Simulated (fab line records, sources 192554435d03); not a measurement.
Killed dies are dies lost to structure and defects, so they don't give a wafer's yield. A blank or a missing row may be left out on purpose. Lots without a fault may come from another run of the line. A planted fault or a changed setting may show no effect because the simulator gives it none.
Which tool did it? | flow n5_finfet | 12 lots, 36 wafers sampled, at 1 step of a route of 1938

WHAT THE GAUGES READ, wafer by wafer
N5_SD_EPI_P_OVL_MEAS_10.
lot  | measured    | on         | SD_P_BLK_OVL (nm)
L075 | day 3 11:37 | overlay-01 | 1.1 0.7 0.6
L077 | day 3 23:10 | overlay-01 | 1.0 1.0 0.7
L079 | day 4 12:32 | overlay-02 | 0.0 0.2 0.2
L081 | day 5 00:43 | overlay-02 | 0.9 1.8 0.7
L083 | day 5 11:20 | overlay-01 | 0.5 0.0 0.3
L085 | day 6 00:25 | overlay-01 | 0.3 0.0 0.9
L087 | day 6 12:27 | overlay-02 | 1.3 0.0 0.4
L089 | day 7 04:14 | overlay-02 | 0.2 -0.8 -0.4
L091 | day 7 15:29 | overlay-02 | -0.5 -0.7 -0.3
L093 | day 7 23:31 | overlay-01 | 0.2 1.2 1.5
L095 | day 8 12:29 | overlay-01 | 0.4 1.1 0.1
L097 | day 9 01:17 | overlay-01 | -0.9 -0.7 -1.0

WHICH TOOL RAN EACH LOT (tool, then ch and the chambers of the sampled wafers, then the start)
The record holds no process step before these readings.

THE ANSWER, worked out from the rows above alone
Rule: what is usual is taken from the lots themselves. Put in order of their means at a reading, lots are off if they are a third of the lots or fewer, leave a main group of 4 or more, and stand apart from it by a gap of 3 or more times the standard deviation of the main group's means; of several such gaps the widest counts. A main group whose means are all the same, to the digits that the tables above print for the reading, isn't used. A lot without any number at a reading at which 4 lots or more have one is off too. The other lots that the step has rows for count as sound.
No lot is off at any reading shown: from this, nothing can be told.

WHAT THE SIMULATOR HAD PUT IN
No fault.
